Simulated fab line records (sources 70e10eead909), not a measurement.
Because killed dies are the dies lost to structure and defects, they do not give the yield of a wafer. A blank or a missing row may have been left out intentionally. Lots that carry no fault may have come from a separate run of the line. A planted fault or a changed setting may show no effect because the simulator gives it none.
fab line records	flow nandHarc
record lots=15	wafers=43	lastDay=34
route steps=1302 shown A_SLIT@938 A_WL_FILL@957
lots that met no fault: taken from a fault-free run of the same line
startH: hours from the record's opening day to when the first of the lot's shown wafers began	waitH: hours elapsed since this lot's preceding step	" repeats the value in the row above	L1.1+2: a row that stands for several wafers	- no value present, or no start provided	* or withheld: withheld	< > ~ a bound
route shown NAME@n: NAME is a module with steps in the file, n the number in the route of the first one	usual: the fault-free wafers' mean and standard deviation	same: alike in all rows	chamber/n: place in a boat	sites: readings site by site	_std_site: standard deviation across them	_edge_site: mean of outer sites minus mean of inner sites	radiusMm: how far each site lies from the wafer's centre	mask NAME#n: copy n	behind: the tool/chamber that last shaped the wafer	hold: the reason the lot was held/the length of the hold in hours/how it ended	device: the n, p or np transistor that did not switch	end of line: tests of these same wafers at the route's end	a step with no rows: only its recipe	killed: not the wafer's yield, but the dies lost to structure and defects at the first sort	map: dies across one wafer; x = killed, . = not, _ = none there
set.NAME: the setting as run; set.NAME@STEP: as run at that earlier step	model.NAME: the simulator's own value behind a step, which no gauge read
route steps across a sampled set of lots; one table per step, one row per wafer
services: a tool's chamber out of use, with start hour (startH, from the record's first day; less than 0 if before it), hours out, and reason
## steps
# step NHARC_A_SLIT_ETCH_15
# recipe targetDepthA=62000	overEtchFrac=0.3	timeS=1612	ionEnergyEv=150	o2FlowSccm=400	cosFlowSccm=20	arFlowSccm=0	rfW=500	biasW=300	chemistry=O2/COS
# usual chamberPressureMTorr=19.999/0.017	drypumpMotorCurrentA=5.7/0.41	o2FlowSccm=399.9/1.3	oesProductAu=1.000/0.0081	rfVppV=312.5/1.3	showerheadPlenumPTorr=3.00/0.068	throttleValvePct=28.330/0.01
# same timeS=1612
lot.wafer	tool	chamber	startH	waitH	chamberPressureMTorr	drypumpMotorCurrentA	o2FlowSccm	oesProductAu	rfHoursCounterH	rfVppV	showerheadPlenumPTorr	throttleValvePct
L314.4	rieDiel-13	1	-	-	19.984	5.1	398.7	1.005	8	311.7	2.99	28.335
L314.1	"	3	"	"	20.020	5.9	399.9	0.992	8	311.5	2.99	28.352
L314.2	"	0	"	"	19.991	5.4	398.4	1.000	6	312.0	2.96	28.318
L316.4	rieDiel-06	1	-	-	19.971	5.5	400.2	1.009	11	313.3	3.05	28.315
L316.5	"	2	"	"	20.009	6.3	398.0	0.997	-	311.2	2.94	28.325
L316.6	"	3	"	"	19.996	6.0	398.2	1.003	-	311.2	2.94	28.315
L315.3	rieDiel-04	0	-	-	20.021	5.5	399.9	1.003	3	315.2	3.09	28.331
L315.6	"	3	"	"	19.989	5.1	398.6	0.993	-	314.9	3.22	28.324
L315.5	"	0	"	"	19.999	5.4	399.1	0.997	-	314.0	3.09	28.333
L317.3	rieDiel-13	2	-	-	20.002	5.7	399.1	1.008	8	312.6	2.98	28.319
L317.2	"	0	"	"	20.027	5.4	398.4	1.004	7	312.7	2.96	28.329
L317.1	"	1	"	"	19.979	5.1	399.3	0.997	9	311.8	2.99	28.344
L319.2	rieDiel-13	3	-	-	20.029	5.8	402.4	0.993	10	312.2	2.99	28.320
L319.6	"	1	"	"	20.009	5.1	399.0	0.994	-	311.4	2.99	28.323
L319.5	"	2	"	"	20.013	5.6	399.4	1.012	-	311.7	2.98	28.325
L320.4	rieDiel-13	2	-	-	19.977	5.7	400.4	0.994	0	310.7	2.98	28.317
L320.3	"	0	"	"	19.991	5.4	401.2	0.988	0	312.2	2.96	28.354
L320.5	"	2	"	"	20.008	5.7	402.4	0.989	-	312.3	2.98	28.335
L321.3	rieDiel-13	2	-	-	20.013	5.7	398.5	0.996	1	312.6	2.98	28.353
L321.1	"	1	"	"	20.030	5.1	400.9	1.010	1	313.6	2.99	28.320
L321.5	"	2	"	"	20.027	5.7	400.6	0.992	-	311.1	2.98	28.338
L324.2	rieDiel-13	2	-	-	20.020	5.7	399.7	0.996	3	311.9	2.98	28.330
L324.6	"	3	"	"	19.976	5.9	399.6	1.008	-	313.1	2.99	28.335
L324.5	"	0	"	"	20.000	5.4	399.4	0.999	-	310.1	2.95	28.302
L327.4	rieDiel-06	2	-	-	19.983	6.3	401.2	0.999	3	310.2	2.94	28.316
L327.1	"	3	"	"	20.015	6.0	399.9	0.998	3	313.4	2.94	28.323
L327.6	"	1	"	"	20.001	5.5	398.1	1.006	-	311.9	3.05	28.340
L325.2	rieDiel-13	1	-	-	19.982	5.1	399.5	1.008	5	313.5	2.99	28.323
L325.4	"	2	"	"	19.972	5.7	401.0	0.998	5	313.0	2.98	28.340
L325.1	"	0	"	"	19.992	5.4	401.1	0.989	3	311.9	2.95	28.324
L328.4	rieDiel-06	0	-	-	20.004	5.9	401.2	0.986	6	312.4	3.03	28.333
L328.5	"	2	"	"	20.017	6.3	400.0	0.994	-	311.4	2.94	28.336
L328.6	"	3	"	"	20.011	6.0	401.3	0.997	-	312.4	2.94	28.322
L330.1	rieDiel-04	2	-	-	19.974	6.6	399.4	0.997	4	310.8	2.92	28.337
L330.2	"	3	"	"	19.984	5.1	399.7	0.980	4	317.1	3.22	28.335
L332.1	rieDiel-06	0	-	-	19.998	5.9	398.6	0.977	7	313.1	3.03	28.337
L332.5	"	2	"	"	20.000	6.3	399.8	0.996	-	310.7	2.94	28.334
L336.4	rieDiel-06	1	-	-	19.998	5.5	397.7	1.000	0	313.1	3.05	28.346
L336.2	"	3	"	"	19.994	6.0	400.1	0.992	0	311.2	2.94	28.340
L336.5	"	1	"	"	20.001	5.5	397.8	1.006	-	312.7	3.05	28.320
L337.3	rieDiel-06	3	-	-	19.994	6.0	399.0	0.995	3	310.5	2.93	28.324
L337.4	"	1	"	"	19.994	5.5	400.2	0.996	4	312.0	3.05	28.341
L337.1	"	2	"	"	20.024	6.3	402.8	1.003	3	312.5	2.94	28.342
# step NHARC_A_SLIT_ETCH_29
# recipe targetDepthA=1000	overetchA=100	timeS=55	ionEnergyEv=100	cf4FlowSccm=80	o2FlowSccm=20	arFlowSccm=0	rfW=300	biasW=100	chemistry=CF4/O2
# usual chamberPressureMTorr=30.001/0.029	drypumpMotorCurrentA=5.7/0.46	o2FlowSccm=20.00/0.056	oes_f_703_au=1.000/0.0046	oesProductAu=0.998/0.0093	rfVppV=196.9/1.1	showerheadPlenumPTorr=1.29/0.037	throttleValvePct=13.398/0.0089
# same timeS=55
lot.wafer	tool	chamber	startH	waitH	chamberPressureMTorr	drypumpMotorCurrentA	o2FlowSccm	oes_f_703_au	oesProductAu	rfHoursCounterH	rfVppV	showerheadPlenumPTorr	throttleValvePct
L314.1	rieDiel-06	3	473.06	0.1	30.012	6.0	19.98	0.996	1.000	13	195.7	1.25	13.403
L314.2	"	0	"	"	30.023	5.9	19.99	1.004	0.990	11	197.2	1.29	13.403
L314.4	"	1	"	"	30.023	5.5	19.94	1.002	1.018	12	195.9	1.30	13.389
L316.4	rieDiel-04	2	473.33	0.1	30.030	6.6	19.96	1.008	0.985	4	195.0	1.25	13.407
L316.6	"	2	"	"	30.011	6.6	19.89	1.006	0.985	-	195.7	1.25	13.396
L316.5	"	3	"	"	29.931	5.1	20.04	0.997	1.002	-	199.2	1.38	13.396
L315.3	rieDiel-06	3	476.92	0.1	29.949	6.0	20.04	0.993	0.998	13	195.3	1.25	13.396
L315.5	"	2	"	"	29.985	6.3	19.97	1.007	1.006	-	195.2	1.26	13.382
L315.6	"	3	"	"	30.023	6.0	19.99	1.000	1.003	-	196.3	1.25	13.409
L317.1	rieDiel-13	0	484.68	0.1	29.982	5.4	19.87	0.995	1.004	8	195.8	1.26	13.406
L317.2	"	1	"	"	30.002	5.1	19.93	1.003	1.009	9	199.0	1.28	13.385
L317.3	"	2	"	"	29.998	5.7	20.07	1.004	1.019	9	196.5	1.27	13.391
L319.2	rieDiel-06	3	509.38	0.1	29.958	6.0	20.03	1.000	0.984	1	195.9	1.25	13.395
L319.5	"	2	"	"	30.001	6.3	19.95	0.999	0.980	-	195.9	1.25	13.390
L319.6	"	3	"	"	29.942	6.0	19.99	0.998	0.999	-	196.7	1.25	13.397
L320.4	rieDiel-06	2	534.01	0.1	30.024	6.3	20.01	0.997	0.989	2	196.8	1.25	13.395
L320.3	"	0	"	"	29.976	5.9	19.98	1.000	0.979	2	196.7	1.29	13.389
L320.5	"	2	"	"	29.996	6.3	20.01	1.006	1.000	-	196.4	1.25	13.402
L321.1	rieDiel-06	3	548.10	0.1	30.029	6.0	19.96	0.993	1.004	3	196.4	1.25	13.404
L321.3	"	0	"	"	30.016	6.0	20.05	0.996	0.986	3	195.8	1.29	13.401
L321.5	"	3	"	"	29.992	6.0	19.96	1.001	0.997	-	196.8	1.25	13.389
L324.2	rieDiel-06	3	563.40	0.1	29.998	6.0	20.00	1.002	0.984	3	197.4	1.25	13.405
L324.6	"	2	"	"	30.018	6.3	19.93	0.989	1.001	-	196.5	1.25	13.395
L324.5	"	3	"	"	29.995	6.0	20.03	1.002	1.000	-	195.9	1.25	13.400
L327.4	rieDiel-04	2	579.34	0.1	29.994	6.5	20.02	1.000	1.006	2	196.2	1.25	13.414
L327.1	"	0	"	"	30.001	5.5	19.99	1.000	1.007	1	196.6	1.32	13.412
L327.6	"	2	"	"	30.004	6.6	20.02	0.996	0.995	-	194.5	1.24	13.411
L325.1	rieDiel-13	1	579.59	0.1	30.051	5.1	20.06	1.002	1.000	6	197.2	1.28	13.394
L325.2	"	2	"	"	30.000	5.7	19.95	0.994	0.995	7	195.0	1.27	13.400
L325.4	"	0	"	"	29.971	5.4	19.96	0.993	0.989	4	196.2	1.26	13.379
L328.4	rieDiel-13	3	611.80	0.1	30.019	5.8	20.07	0.996	1.007	8	197.0	1.28	13.384
L328.6	"	2	"	"	30.028	5.7	20.00	0.999	1.000	-	196.9	1.27	13.413
L328.5	"	3	"	"	30.022	5.8	20.09	0.993	1.005	-	196.5	1.28	13.391
L330.2	rieDiel-04	1	628.17	0.1	30.007	5.3	19.94	1.004	0.999	5	197.1	1.29	13.400
L330.1	"	2	"	"	30.014	6.6	19.97	0.996	0.994	5	196.2	1.24	13.393
L332.1	rieDiel-13	2	642.35	0.1	30.005	5.7	20.02	0.998	1.004	10	195.8	1.27	13.391
L332.5	"	3	"	"	30.004	5.9	19.98	1.000	0.995	-	197.1	1.28	13.399
L336.4	rieDiel-04	0	678.36	0.1	29.947	5.5	20.01	0.995	1.013	6	196.8	1.32	13.402
L336.2	"	2	"	"	30.036	6.6	19.86	0.995	1.000	6	196.6	1.24	13.409
L336.5	"	3	"	"	30.028	5.1	19.98	1.006	1.006	-	199.0	1.38	13.404
L337.4	rieDiel-06	3	699.58	0.1	29.986	6.0	19.90	1.004	0.976	4	196.7	1.25	13.411
L337.3	"	1	"	"	30.063	5.5	20.11	1.005	0.992	4	197.7	1.30	13.393
L337.1	"	2	"	"	29.962	6.2	19.95	1.001	0.986	3	194.4	1.25	13.407
# step NHARC_A_WL_FILL_ETCHBACK_04
# recipe targetDepthA=600	timeS=120	chemistry=NF3
# usual chamberPressureMTorr=300.04/0.29	drypumpMotorCurrentA=5.7/0.35	oesProductAu=1.002/0.0081	runLengthS=141.5/0.5
# same timeS=120
lot.wafer	tool	chamber	startH	waitH	chamberPressureMTorr	drypumpMotorCurrentA	oesProductAu	rfHoursCounterH	runLengthS
L314.1	rieMetal-03	1	481.72	0.3	299.71	5.0	1.007	2.3	140.7
L314.2	"	1	"	"	300.15	5.0	1.006	-	140.8
L314.4	"	1	"	"	300.20	5.0	1.010	-	140.7
L316.4	rieMetal-02	1	481.94	0.2	300.25	5.7	1.004	-	141.8
L316.6	"	1	"	"	300.46	5.6	1.003	-	141.8
L316.5	"	0	"	"	300.38	5.8	0.992	-	142.3
L315.3	rieMetal-01	0	485.58	0.2	299.64	5.7	1.017	-	141.1
L315.5	"	0	"	"	300.04	5.7	1.010	-	141.2
L315.6	"	1	"	"	300.01	6.0	0.989	-	142.6
L317.1	rieMetal-01	0	493.08	0.3	299.57	5.7	1.012	1.5	141.0
L317.2	"	1	"	"	299.74	6.0	1.010	1.1	142.0
L317.3	"	1	"	"	299.90	6.0	0.996	-	142.1
L319.2	rieMetal-01	0	518.12	0.3	299.83	5.7	1.013	1.8	140.7
L319.5	"	0	"	"	299.71	5.7	1.001	-	140.8
L319.6	"	1	"	"	299.82	6.0	0.986	-	141.9
L320.4	rieMetal-02	1	542.55	0.3	300.19	5.6	0.999	-	141.4
L320.3	"	0	"	"	299.80	5.8	1.006	-	142.2
L320.5	"	0	"	"	300.49	5.8	0.996	-	142.3
L321.1	rieMetal-02	1	556.91	0.6	299.66	5.7	1.007	1.5	141.2
L321.3	"	0	"	"	300.43	5.8	1.011	-	142.3
L321.5	"	0	"	"	299.86	5.8	1.007	-	142.2
L324.2	rieMetal-01	1	572.37	0.3	299.34	6.0	0.996	2.4	141.7
L324.6	"	1	"	"	300.06	5.9	0.983	-	142.3
L324.5	"	0	"	"	299.68	5.7	1.001	-	141.0
L325.2	rieMetal-01	0	587.87	0.3	300.45	5.7	1.003	0.0	140.7
L325.1	"	1	"	"	300.43	6.0	0.988	0.0	141.7
L325.4	"	0	"	"	300.11	5.7	1.006	-	140.9
L327.1	rieMetal-02	0	588.04	0.3	300.11	5.8	1.002	2.6	142.0
L327.4	"	1	"	"	299.79	5.6	0.997	-	141.4
L327.6	"	1	"	"	300.36	5.7	0.991	-	141.3
L328.4	rieMetal-03	0	620.56	0.2	300.01	6.2	1.004	-	141.2
L328.5	"	0	"	"	300.12	6.2	0.999	-	141.3
L328.6	"	1	"	"	299.67	5.0	1.002	-	141.0
L330.2	rieMetal-03	1	637.49	0.3	299.93	5.0	1.002	1.8	140.7
L330.1	"	0	"	"	300.03	6.2	1.012	1.8	141.2
L332.1	rieMetal-02	0	650.86	0.3	300.19	5.8	1.016	0.2	141.9
L332.5	"	1	"	"	300.11	5.7	0.987	-	142.0
L336.2	rieMetal-03	1	686.84	0.3	300.17	5.0	1.007	2.8	140.8
L336.4	"	1	"	"	299.92	5.0	1.016	-	141.0
L336.5	"	0	"	"	299.84	6.2	1.003	-	141.6
L337.1	rieMetal-01	0	708.07	0.3	300.32	5.7	1.002	2.2	140.9
L337.4	"	0	"	"	300.06	5.7	1.018	-	141.2
L337.3	"	1	"	"	300.22	6.0	0.994	-	142.1
# step NHARC_A_WL_FILL_ETCHBACK_16
# recipe targetDepthA=1200	timeS=24	c4f8FlowSccm=withheld	o2FlowSccm=8	arFlowSccm=withheld	rfW=600	biasW=800	chemistry=C4F8/O2/Ar
# usual chamberPressureMTorr=24.998/0.022	oesProductAu=0.985/0.025	rfVppV=724/3.5	runLengthS=45.3/0.56
lot.wafer	tool	chamber	startH	waitH	chamberPressureMTorr	oesProductAu	rfHoursCounterH	rfVppV	runLengthS
L314.2	rieDiel-07	3	492.18	-	24.994	0.985	0.3	724	44.9
L314.4	"	0	"	"	25.067	0.990	0.3	720	45.4
L314.1	"	1	"	"	25.036	0.993	0.3	720	46.3
L316.4	rieDiel-05	3	492.48	-	25.025	0.985	1.9	722	45.0
L316.5	"	0	"	"	25.028	0.999	-	726	45.6
L316.6	"	1	"	"	24.967	0.981	-	726	45.6
L315.3	rieDiel-07	0	495.48	-	25.009	0.989	0.3	720	45.8
L315.5	"	3	"	"	24.998	0.989	-	726	44.9
L315.6	"	0	"	"	25.000	0.998	-	720	45.2
L317.2	rieDiel-01	3	505.20	-	25.001	0.998	4.5	722	45.2
L317.3	"	0	"	"	24.986	1.010	4.9	726	44.9
L317.1	"	1	"	"	25.011	0.989	5.1	724	44.9
L319.2	rieDiel-05	2	528.93	-	25.015	0.996	3.0	730	46.5
L319.5	"	2	"	"	24.967	1.006	-	729	46.0
L319.6	"	3	"	"	24.960	0.996	-	721	45.1
L320.4	rieDiel-01	1	553.04	-	25.001	0.999	8.2	722	45.3
L320.3	"	3	"	"	25.017	1.003	7.5	724	44.7
L320.5	"	1	"	"	24.977	0.995	-	724	44.8
L321.3	rieDiel-07	1	569.22	-	25.005	0.990	2.3	721	45.8
L321.1	"	3	"	"	25.034	0.989	2.4	723	44.8
L321.5	"	2	"	"	24.994	1.007	-	725	44.9
L324.2	rieDiel-01	3	583.84	-	24.989	1.011	1.0	722	44.5
L324.6	"	0	"	"	25.000	0.989	-	724	44.9
L324.5	"	1	"	"	25.016	0.993	-	724	44.7
L325.2	rieDiel-05	2	598.00	-	24.983	0.993	0.5	731	46.2
L325.4	"	0	"	"	25.013	1.007	0.5	729	46.1
L325.1	"	1	"	"	25.070	0.985	0.1	725	45.7
L327.1	rieDiel-01	1	598.08	-	24.965	0.954	1.2	724	44.8
L327.4	"	2	"	"	24.981	0.963	1.5	717	44.6
L327.6	"	2	"	"	24.977	0.949	-	715	45.0
L328.4	rieDiel-05	2	630.24	-	24.992	0.979	-	729	46.2
L328.6	"	3	"	"	25.011	0.975	-	721	45.2
L328.5	"	1	"	"	24.965	0.978	-	726	29.4
L330.2	rieDiel-05	2	648.95	-	24.992	0.995	1.7	732	30.1
L330.1	"	0	"	"	24.993	1.003	1.3	727	45.5
L332.1	rieDiel-05	1	662.04	-	25.009	1.001	2.0	727	45.7
L332.5	"	1	"	"	25.034	1.008	-	727	29.6
L336.2	rieDiel-07	3	697.20	-	25.001	0.996	2.0	725	44.8
L336.4	"	3	"	"	24.998	0.990	-	724	44.6
L336.5	"	2	"	"	25.003	0.993	-	725	44.9
L337.4	rieDiel-07	0	721.71	-	25.008	1.016	2.2	720	45.2
L337.1	"	2	"	"	25.017	1.009	2.2	724	44.8
L337.3	"	3	"	"	24.979	1.003	3.4	725	44.6
## services
tool	chamber	startH	hours	kind
rieDiel-06	1	445.90	3.5	repair
rieDiel-05	3	447.66	8.5	repair
rieDiel-06	-	448.34	0.1	repair
rieDiel-04	0	450.73	3.5	repair
rieDiel-07	-	471.20	9.0	pm
rieDiel-07	2	482.87	5.0	repair
rieDiel-06	-	484.20	9.0	pm
rieDiel-13	2	489.47	2.0	repair
rieDiel-07	2	494.50	22.6	repair
rieMetal-01	1	506.98	5.7	repair
rieDiel-13	-	519.00	9.0	pm
rieDiel-04	-	531.90	9.0	pm
rieDiel-13	0	552.00	15.9	repair
rieMetal-01	-	575.00	9.0	pm
rieDiel-05	-	583.72	9.0	pm
rieDiel-07	-	595.18	0.4	repair
rieDiel-05	0	626.57	11.1	repair
rieDiel-06	-	646.30	0.6	repair
rieDiel-06	2	654.74	8.4	repair
rieMetal-01	1	656.57	35.0	repair
rieDiel-06	-	661.20	9.0	pm
rieDiel-04	-	688.02	0.9	repair
rieDiel-13	-	696.00	9.0	pm
rieDiel-04	-	708.90	9.0	pm
## key
firstSign step=NHARC_A_WL_FILL_ETCHBACK_16	reading=runLengthS	direction=down	sigmas=28	usual=*	struck=*
effect none on later readings
metAt NHARC_A_WL_FILL_ETCHBACK_16
struckLots L328,L330,L332
struckWafers L328.5,L330.2,L332.5
laterRowsLeftOut L328.5,L330.2,L332.5
sortLeftOut L328.5,L330.2,L332.5
testerLeftOut L328,L330,L332
notActingAt NHARC_A_SLIT_ETCH_15,NHARC_A_SLIT_ETCH_29,NHARC_A_WL_FILL_ETCHBACK_04
onsetBetween 598.00 630.24
fault kind=processParameterDrift	tool=rieDiel-05	chamber=-	onsetH=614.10	steps=NHARC_A_WL_FILL_ETCHBACK_16	channel=timeS	offset=*	shape=step	endH=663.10	scope=struckWafersOnly	actsIn=*	stated=*
# testerLeftOut: of these lots the tester's yield and bins aren't shown, on N5 and GAA mostly nor the transistor test; their killed dies are dies lost to structure and defects alone, not to doping, threshold or leakage, so they don't give the yield
# sortLeftOut: the simulated sort isn't trusted on such a fault, so these wafers' sort isn't shown, and their yield isn't known
# laterRowsLeftOut: the simulator's readings of these wafers behind a module that went badly wrong aren't trusted and aren't shown, but for the sort
